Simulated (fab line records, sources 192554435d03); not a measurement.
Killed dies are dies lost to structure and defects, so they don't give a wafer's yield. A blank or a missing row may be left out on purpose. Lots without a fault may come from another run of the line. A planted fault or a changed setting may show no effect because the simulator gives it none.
Chamber matching | flow n5_finfet | N5_BEOL_M1_ETCH_74 on rie_diel-05: 4 sister chambers
The step etches underlayer in N2/H2, target depth 6.5 nm, time 5.2 s. 6 wafers are shown with their chamber, then 7 later ones without.

WAFERS WITH THEIR CHAMBER
wafer  | chamber | throttle_valve_pct (%) | oes_product_au (a.u.)
L566.2 | 0       | 17.58                  | 0.78
L568.3 | 3       | 17.87                  | 0.67
L573.1 | 3       | 17.85                  | 0.66
L573.4 | 1       | 18.37                  | 0.57
L577.2 | 2       | 17.91                  | 0.61
L577.5 | 2       | 17.94                  | 0.59

WAFERS WITHOUT THEIR CHAMBER
wafer  | throttle_valve_pct (%) | oes_product_au (a.u.)
L577.6 | 17.96                  | 0.83
L583.1 | 17.61                  | 0.72
L583.4 | 17.95                  | 0.79
L583.5 | 17.87                  | 0.64
L587.1 | 17.98                  | 0.77
L587.4 | 17.92                  | 0.63
L587.5 | 17.97                  | 0.60

WHICH CHAMBER EACH WENT THROUGH
wafer  | from the rows above     | in truth
L577.6 | 3                       | 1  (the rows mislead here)
L583.1 | 0                       | 0
L583.4 | 3                       | 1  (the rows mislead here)
L583.5 | 3                       | 3
L587.1 | 3                       | 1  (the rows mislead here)
L587.4 | can't be placed: 2 or 3 | 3
L587.5 | 2                       | 2
Placed correctly: 3 of 7. Can't be placed from these rows: 1 (the true chamber is among the candidates in 1). Placed wrongly: 3.
How it was worked out, from the rows above alone: a wafer's distance from a chamber is the root of the sum, over the readings, of the square of ((its reading less the chamber's mean) divided by the reading's scatter). The wafer belongs to the nearest chamber; if the next one is less than 2 further off, it can't be placed. A chamber's mean is the mean of its shown wafers. The scatter: the root of (the sum of the squares of (reading less its chamber's mean) over the shown wafers, divided by (wafers less chambers)).
